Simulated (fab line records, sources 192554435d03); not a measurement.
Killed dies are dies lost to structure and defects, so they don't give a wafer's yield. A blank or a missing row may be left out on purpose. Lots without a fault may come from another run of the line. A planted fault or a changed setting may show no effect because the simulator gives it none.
Which tool did it? | flow n5_finfet | 24 lots, 72 wafers sampled, at 6 steps of a route of 1938

WHAT THE GAUGES READ, wafer by wafer
N5_BEOL_M7_THK_MEAS_01.
lot  | measured     | on            | M7_ILD_THK (nm)
L074 | day 9 08:37  | film_metro-02 | 151.0 152.1 154.8
L076 | day 9 22:29  | film_metro-02 | 152.5 155.3 154.7
L078 | day 10 00:01 | film_metro-01 | 155.2 152.4 153.0
L075 | day 10 00:25 | film_metro-02 | 157.2 154.3 155.1
L077 | day 10 11:22 | film_metro-02 | 153.2 155.6 151.7
L081 | day 10 13:23 | film_metro-02 | 151.6 152.1 154.8
L080 | day 10 20:47 | film_metro-02 | 152.4 156.8 153.1
L079 | day 11 07:55 | film_metro-01 | 152.7 153.7 153.7
L084 | day 12 04:04 | film_metro-02 | 150.7 153.9 153.1
L083 | day 12 04:51 | film_metro-02 | 149.8 152.6 156.0
L082 | day 12 05:49 | film_metro-02 | 156.9 151.7 157.7
L086 | day 12 09:47 | film_metro-01 | 151.3 153.9 155.6
L088 | day 12 12:46 | film_metro-02 | 152.7 154.8 152.2
L085 | day 12 12:58 | film_metro-01 | 148.9 156.1 151.7
L089 | day 12 18:21 | film_metro-01 | 155.4 153.4 155.9
L087 | day 12 19:18 | film_metro-02 | 152.4 154.7 159.0
L090 | day 13 03:26 | film_metro-01 | 155.6 153.2 153.6
L091 | day 13 07:04 | film_metro-01 | 152.2 149.9 156.0
L092 | day 14 02:17 | film_metro-01 | 154.6 156.5 156.6
L093 | day 14 14:25 | film_metro-01 | 147.4 148.8 154.7
L097 | day 14 19:52 | film_metro-01 | 150.0 155.4 153.1
L096 | day 15 01:29 | film_metro-02 | 153.0 150.7 152.9
L094 | day 15 03:37 | film_metro-02 | 153.3 153.9 153.3
L095 | day 15 22:23 | film_metro-01 | 151.9 150.9 153.0

N5_BEOL_M7_INSPECT_13: inspects for defects (brightfield).
lot  | measured     | on                | raw_defect_count
L074 | day 9 11:01  | defect_inspect-01 | 400 359 320
L076 | day 9 23:25  | defect_inspect-01 | 332 351 293
L078 | day 10 01:29 | defect_inspect-01 | 336 294 293
L075 | day 10 01:43 | defect_inspect-01 | 260 431 311
L077 | day 10 12:08 | defect_inspect-02 | 369 336 347
L081 | day 10 14:44 | defect_inspect-02 | 474 503 320
L080 | day 10 22:25 | defect_inspect-01 | 454 324 363
L079 | day 11 08:45 | defect_inspect-01 | 348 271 251
L084 | day 12 05:01 | defect_inspect-02 | 283 240 257
L083 | day 12 05:49 | defect_inspect-02 | 552 589 527
L082 | day 12 08:19 | defect_inspect-01 | 269 420 222
L086 | day 12 10:53 | defect_inspect-02 | 400 516 419
L088 | day 12 13:17 | defect_inspect-01 | 399 425 335
L085 | day 12 15:35 | defect_inspect-02 | 526 504 589
L089 | day 12 19:44 | defect_inspect-01 | 323 327 360
L087 | day 12 20:53 | defect_inspect-01 | 267 255 296
L090 | day 13 04:50 | defect_inspect-01 | 452 317 210
L091 | day 13 08:44 | defect_inspect-01 | 336 236 408
L092 | day 14 04:26 | defect_inspect-02 | 526 699 654
L093 | day 14 16:29 | defect_inspect-01 | 437 378 331
L097 | day 14 22:17 | defect_inspect-02 | 533 734 680
L096 | day 15 04:48 | defect_inspect-02 | 507 533 318
L094 | day 15 05:16 | defect_inspect-01 | 411 447 344
L095 | day 16 00:07 | defect_inspect-02 | 420 406 339

N5_BEOL_M7_INSPECT_30: inspects for defects (brightfield).
lot  | measured     | on                | raw_defect_count
L074 | day 9 14:21  | defect_inspect-01 | 408 374 319
L076 | day 10 00:28 | defect_inspect-01 | 356 317 317
L078 | day 10 03:25 | defect_inspect-01 | 321 296 272
L075 | day 10 03:36 | defect_inspect-01 | 264 422 324
L077 | day 10 13:18 | defect_inspect-02 | 369 312 375
L081 | day 10 16:52 | defect_inspect-02 | 483 488 326
L080 | day 10 23:27 | defect_inspect-01 | 461 367 350
L079 | day 11 09:53 | defect_inspect-01 | 342 270 265
L084 | day 12 09:45 | defect_inspect-02 | 291 222 277
L083 | day 12 09:35 | defect_inspect-01 | 458 509 455
L082 | day 12 09:47 | defect_inspect-01 | 249 419 260
L086 | day 12 11:53 | defect_inspect-02 | 392 538 409
L088 | day 12 14:34 | defect_inspect-01 | 393 424 338
L085 | day 12 16:28 | defect_inspect-01 | 415 444 487
L089 | day 12 20:37 | defect_inspect-01 | 319 340 369
L087 | day 12 23:29 | defect_inspect-01 | 257 266 309
L090 | day 13 05:52 | defect_inspect-02 | 521 385 282
L091 | day 13 11:14 | defect_inspect-01 | 314 219 417
L092 | day 14 08:11 | defect_inspect-02 | 528 664 683
L093 | day 14 17:22 | defect_inspect-02 | 514 470 408
L097 | day 14 23:47 | defect_inspect-01 | 511 664 588
L096 | day 15 07:25 | defect_inspect-02 | 513 493 303
L094 | day 15 07:31 | defect_inspect-02 | 477 503 436
L095 | day 16 04:28 | defect_inspect-01 | 374 347 288

WHICH TOOL RAN EACH LOT (tool, then ch and the chambers of the sampled wafers, then the start)
lot  | N5_BEOL_M6_ETCH_41                            | N5_BEOL_M6_SURFACE_TREAT_79  | N5_BEOL_M6_CMP_52
L074 | rie_diel-01 ch 1,2,3, day 9 06:44 or earlier  | pvd_sputter-03, day 9 06:44  | cmp-04 ch 1,2, day 9 07:33
L076 | rie_diel-05 ch 0,3, day 9 19:17 or earlier    | pvd_sputter-01, day 9 19:17  | cmp-04 ch 1,2,3, day 9 21:27
L078 | rie_diel-01 ch 0,1,2, day 9 22:06 or earlier  | pvd_sputter-02, day 9 22:06  | cmp-04 ch 0,1,3, day 9 22:57
L075 | rie_diel-06 ch 1,2,3, day 9 22:16 or earlier  | pvd_sputter-02, day 9 22:16  | cmp-01 ch 0,1,3, day 9 23:23
L077 | rie_diel-06 ch 0,2,3, day 10 09:25 or earlier | pvd_sputter-03, day 10 09:25 | cmp-02 ch 0,2,3, day 10 10:22
L081 | rie_diel-06 ch 2,3, day 10 11:02 or earlier   | pvd_sputter-02, day 10 11:02 | cmp-02 ch 0,2,3, day 10 12:23
L080 | rie_diel-01 ch 1,2,3, day 10 18:28 or earlier | pvd_sputter-01, day 10 18:28 | cmp-04 ch 0,1,3, day 10 19:48
L079 | rie_diel-01 ch 1,2,3, day 11 04:17 or earlier | pvd_sputter-01, day 11 04:17 | cmp-01 ch 1,2,3, day 11 06:58
L084 | rie_diel-01 ch 0,2, day 12 02:12 or earlier   | pvd_sputter-01, day 12 02:12 | cmp-01 ch 0,2, day 12 03:00
L083 | rie_diel-05 ch 1,2,3, day 12 02:28 or earlier | pvd_sputter-03, day 12 02:28 | cmp-01 ch 0,2, day 12 03:38
L082 | rie_diel-01 ch 1,2,3, day 12 03:04 or earlier | pvd_sputter-02, day 12 03:04 | cmp-02 ch 0,1,2, day 12 04:44
L086 | rie_diel-01 ch 0,2, day 12 07:41 or earlier   | pvd_sputter-01, day 12 07:41 | cmp-02 ch 1,3, day 12 08:46
L088 | rie_diel-05 ch 0,1,2, day 12 10:53 or earlier | pvd_sputter-03, day 12 10:53 | cmp-01 ch 0,2,3, day 12 11:42
L085 | rie_diel-06 ch 0,1,2, day 12 10:57 or earlier | pvd_sputter-01, day 12 10:57 | cmp-04 ch 1,2, day 12 11:54
L089 | rie_diel-05 ch 1,2, day 12 16:22 or earlier   | pvd_sputter-01, day 12 16:22 | cmp-04 ch 0,1,2, day 12 17:22
L087 | rie_diel-06 ch 0,1,3, day 12 16:25 or earlier | pvd_sputter-01, day 12 16:25 | cmp-02 ch 0,1, day 12 17:34
L090 | rie_diel-01 ch 1,3, day 13 01:36 or earlier   | pvd_sputter-01, day 13 01:36 | cmp-02 ch 1,2, day 13 02:24
L091 | rie_diel-05 ch 2,3, day 13 04:34 or earlier   | pvd_sputter-01, day 13 04:34 | cmp-01 ch 0,2,3, day 13 05:30
L092 | rie_diel-06 ch 0,1,3, day 14 00:31 or earlier | pvd_sputter-03, day 14 00:31 | cmp-02 ch 0,1,3, day 14 01:17
L093 | rie_diel-06 ch 0,2, day 14 10:02 or earlier   | pvd_sputter-03, day 14 10:02 | cmp-02 ch 0,2,3, day 14 13:20
L097 | rie_diel-05 ch 0,3, day 14 17:56 or earlier   | pvd_sputter-03, day 14 17:56 | cmp-01 ch 0,1, day 14 18:48
L096 | rie_diel-06 ch 0,2,3, day 14 22:21 or earlier | pvd_sputter-03, day 14 22:21 | cmp-04 ch 2,3, day 15 00:25
L094 | rie_diel-01 ch 0,1,3, day 15 01:26 or earlier | pvd_sputter-03, day 15 01:26 | cmp-01 ch 0,1,2, day 15 02:35
L095 | rie_diel-06 ch 1,2,3, day 15 20:11 or earlier | pvd_sputter-02, day 15 20:11 | cmp-02 ch 0,3, day 15 21:18
- N5_BEOL_M6_ETCH_41: etches SiCN in CH3F/O2, target depth 29.7 nm, time 52 s.
- N5_BEOL_M6_SURFACE_TREAT_79
- N5_BEOL_M6_CMP_52: polishes, stops on SiCOH lowk, t overpolish 6.9 s, target thk 80 nm.

WHAT THE TOOLS THEMSELVES READ (means of the sampled wafers that have a number; where no wafer has one, the mark that the record gives instead)
N5_BEOL_M6_ETCH_41.
lot  | tool        | drypump_motor_current_A (A) | oes_product_au (a.u.) | rf_vpp_V (V) | showerhead_plenum_p_Torr (Torr) | throttle_valve_pct (%)
L074 | rie_diel-01 | 6.0                         | 0.74                  | 296.7        | 2.01                            | 16.25
L076 | rie_diel-05 | 5.3                         | 0.80                  | 296.9        | 1.96                            | 16.27
L078 | rie_diel-01 | 5.5                         | 0.74                  | 296.8        | 2.00                            | 16.39
L075 | rie_diel-06 | 5.7                         | 0.84                  | 297.7        | 2.00                            | 16.24
L077 | rie_diel-06 | 5.6                         | 0.78                  | 296.6        | 1.98                            | 16.37
L081 | rie_diel-06 | 5.6                         | 0.77                  | 298.3        | 2.04                            | 16.33
L080 | rie_diel-01 | 6.0                         | 0.72                  | 296.9        | 2.00                            | 16.30
L079 | rie_diel-01 | 6.0                         | 0.72                  | 296.9        | 2.00                            | 16.29
L084 | rie_diel-01 | 5.3                         | 0.77                  | 297.7        | 2.03                            | 16.23
L083 | rie_diel-05 | 5.2                         | 0.78                  | 297.0        | 2.04                            | 16.24
L082 | rie_diel-01 | 6.0                         | 0.72                  | 298.2        | 2.00                            | 16.31
L086 | rie_diel-01 | 5.2                         | 0.73                  | 298.8        | 2.03                            | 16.35
L088 | rie_diel-05 | 5.3                         | 0.83                  | 298.0        | 2.04                            | 16.18
L085 | rie_diel-06 | 5.7                         | 0.82                  | 295.9        | 1.94                            | 16.32
L089 | rie_diel-05 | 5.2                         | 0.77                  | 298.9        | 2.09                            | 16.21
L087 | rie_diel-06 | 5.5                         | 0.78                  | 296.9        | 1.98                            | 16.34
L090 | rie_diel-01 | 6.4                         | 0.67                  | 296.7        | 2.00                            | 16.35
L091 | rie_diel-05 | 5.1                         | 0.73                  | 297.6        | 2.03                            | 16.36
L092 | rie_diel-06 | 5.5                         | 0.77                  | 296.4        | 1.97                            | 16.35
L093 | rie_diel-06 | 5.8                         | 0.78                  | 296.3        | 1.93                            | 16.43
L097 | rie_diel-05 | 5.3                         | 0.85                  | 296.1        | 1.94                            | 16.18
L096 | rie_diel-06 | 5.6                         | 0.74                  | 296.6        | 1.97                            | 16.44
L094 | rie_diel-01 | 5.9                         | 0.85                  | 296.4        | 1.99                            | 16.18
L095 | rie_diel-06 | 5.6                         | 0.78                  | 297.1        | 1.98                            | 16.34

N5_BEOL_M6_CMP_52.
lot  | tool   | barrier_field_endpoint_s (s) | motor_current_A (A) | overpolish_run_s (s) | pad_life_wafers | retaining_ring_pressure_frac | time_to_endpoint_s (s)
L074 | cmp-04 | 30.0                         | 6.2                 | 6.901                | 264             | 1.001                        | 66
L076 | cmp-04 | 29.1                         | 6.0                 | 6.909                | 416             | 1.000                        | 66
L078 | cmp-04 | 28.4                         | 6.0                 | 6.909                | 439             | 0.995                        | 62
L075 | cmp-01 | 29.3                         | 5.5                 | 6.913                | 8               | 1.001                        | 64
L077 | cmp-02 | 28.9                         | 5.6                 | 6.898                | 1466            | 0.999                        | 64
L081 | cmp-02 | 28.8                         | 5.4                 | 6.902                | 1490            | 0.997                        | 65
L080 | cmp-04 | 29.3                         | 6.0                 | 6.905                | 614             | 0.995                        | 61
L079 | cmp-01 | 28.6                         | 5.7                 | 6.907                | 321             | 0.999                        | 61
L084 | cmp-01 | 28.8                         | 5.5                 | 6.907                | 475             | 0.994                        | 64
L083 | cmp-01 | 29.7                         | 5.8                 | 6.895                | 482             | 0.997                        | 66
L082 | cmp-02 | 29.6                         | 5.9                 | 6.896                | 1873            | 0.999                        | 65
L086 | cmp-02 | 29.4                         | 5.3                 | 6.897                | 1904            | 0.998                        | 65
L088 | cmp-01 | 29.5                         | 6.1                 | 6.894                | 541             | 1.002                        | 61
L085 | cmp-04 | 29.8                         | 6.2                 | 6.901                | 936             | 1.000                        | 66
L089 | cmp-04 | 30.0                         | 6.2                 | 6.900                | 986             | 1.001                        | 64
L087 | cmp-02 | 29.0                         | 6.1                 | 6.893                | 1982            | 0.999                        | 63
L090 | cmp-02 | 29.4                         | 6.4                 | 6.895                | 2060            | 1.002                        | 60
L091 | cmp-01 | 28.7                         | 5.9                 | 6.899                | 704             | 0.997                        | 60
L092 | cmp-02 | 29.9                         | 5.5                 | 6.898                | 116             | 1.002                        | 67
L093 | cmp-02 | 28.8                         | 5.4                 | 6.900                | 212             | 0.994                        | 64
L097 | cmp-01 | 28.9                         | 5.0                 | 6.906                | 998             | 0.998                        | 64
L096 | cmp-04 | 29.7                         | 6.3                 | 6.890                | 1440            | 1.001                        | 66
L094 | cmp-01 | 28.9                         | 5.4                 | 6.899                | 1052            | 0.998                        | 66
L095 | cmp-02 | 30.2                         | 4.9                 | 6.894                | 470             | 0.997                        | 68

THE ANSWER, worked out from the rows above alone
Rule: what is usual is taken from the lots themselves. Put in order of their means at a reading, lots are off if they are a third of the lots or fewer, leave a main group of 4 or more, and stand apart from it by a gap of 3 or more times the standard deviation of the main group's means; of several such gaps the widest counts. A main group whose means are all the same, to the digits that the tables above print for the reading, isn't used. A lot without any number at a reading at which 4 lots or more have one is off too. The other lots that the step has rows for count as sound. The gauges are gone through in route order, then the tools' own readings, and for those a lot's mean is taken as printed above. The first step at which some lot is off is used, and at that step the reading that is off furthest; a lot without a number counts as furthest.
No lot is off at any reading shown: from this, nothing can be told.

WHAT THE SIMULATOR HAD PUT IN
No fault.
